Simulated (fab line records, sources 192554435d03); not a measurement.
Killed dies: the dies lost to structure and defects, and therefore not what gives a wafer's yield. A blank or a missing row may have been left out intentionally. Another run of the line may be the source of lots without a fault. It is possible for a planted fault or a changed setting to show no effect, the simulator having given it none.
Which of the tools did it? :: flow n5-finfet :: route of 1938 steps, sampled at 1 step: 6 lots, 17 wafers

== WHAT THE GAUGES SHOWED, per wafer ==
N5_DUMMY_REMOVAL_INSPECT_06: inspects for defects (brightfield).
lot: L475
measured: day 5 03:04
on: defect-inspect-01
raw-defect-count: 7 5 9

lot: L478
measured: day 5 16:35
on: defect-inspect-01
raw-defect-count: 16 9 15

lot: L480
measured: day 6 04:04
on: defect-inspect-02
raw-defect-count: 13 14 16

lot: L489
measured: day 8 15:52
on: defect-inspect-01
raw-defect-count: 10 7

lot: L492
measured: day 9 08:47
on: defect-inspect-02
raw-defect-count: 11 12 28

lot: L494
measured: day 9 17:03
on: defect-inspect-01
raw-defect-count: 9 8 16

== TOOL THAT RAN EACH LOT (tool first, then ch and the chambers of the sampled wafers, then the start) ==
Record: no process step prior to these readings.

== THE ANSWER, worked out from the rows above alone ==
Rule: what is usual is taken from the lots themselves. The widest of any qualifying gaps counts: lots, ordered by their means at a reading, are off when they make up no more than a third of the lots, leave a main group of 4 or more, and stand apart from it by 3 or more times the standard deviation of that group's means. A main group is skipped when, at the precision printed for the reading in the tables above, its means are all equal. Also off: a lot with no number at a reading for which 4 or more lots have one. The other lots that the step has rows for count as sound.
Across all readings shown, no lot is off: no conclusion can be drawn from this.

== WHAT WAS PUT IN BY THE SIMULATOR ==
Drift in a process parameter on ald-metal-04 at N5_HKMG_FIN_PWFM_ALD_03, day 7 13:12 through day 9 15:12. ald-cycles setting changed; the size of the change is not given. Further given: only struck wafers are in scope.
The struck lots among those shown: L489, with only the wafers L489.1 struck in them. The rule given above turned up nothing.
